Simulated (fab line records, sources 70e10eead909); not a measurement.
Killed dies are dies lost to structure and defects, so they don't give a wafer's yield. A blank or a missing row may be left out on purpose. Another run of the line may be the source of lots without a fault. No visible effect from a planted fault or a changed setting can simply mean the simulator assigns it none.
Matching of chambers | flow nand-harc | 3 sister chambers for NHARC_P_M1_DEP_33 on pecvd-03
The step deposits SiCN, target thk 30 nm. 3 wafers are shown with their chamber, then 12 later ones without.

WAFERS PAIRED WITH THEIR CHAMBERS
wafer  | chamber | heater-power-w (W)
L088.1 | 2       | 459
L088.4 | 1       | 566
L088.5 | 0       | 503

WAFERS MISSING THEIR CHAMBER
wafer  | heater-power-w (W)
L090.1 | 595
L090.5 | 573
L090.6 | 484
L092.1 | 566
L092.3 | 458
L092.6 | 591
L093.3 | 574
L093.5 | 534
L093.6 | 533
L096.1 | 545
L096.2 | 444
L096.3 | 490

WHICH CHAMBER EACH ONE RAN IN
wafer  | from the rows above     | in truth
L090.1 | 1                       | 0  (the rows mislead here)
L090.5 | 1                       | 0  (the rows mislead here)
L090.6 | can't be placed: 0 or 2 | 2
L092.1 | 1                       | 1
L092.3 | 2                       | 2
L092.6 | 1                       | 1
L093.3 | 1                       | 1
L093.5 | can't be placed: 0 or 1 | 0
L093.6 | can't be placed: 0 or 1 | 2
L096.1 | can't be placed: 1 or 0 | 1
L096.2 | 2                       | 2
L096.3 | can't be placed: 0 or 2 | 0
Correct placement for 5 of the 12. These rows do not allow placing 5 (true chamber among the candidates in 4). Number placed wrongly: 2.
How it was worked out, from the rows above alone: a wafer's distance from a chamber is the root of the sum, over the readings, of the square of ((its reading less the chamber's mean) divided by the reading's scatter). If the next closest chamber is less than 2 further off than the closest, the wafer can't be placed; otherwise it belongs to the closest. For every chamber, the mean is computed from those of its wafers that are shown. The scatter (one wafer shown for each chamber): square how far every hidden wafer sits from the nearest shown wafer, average those squares and take the square root.
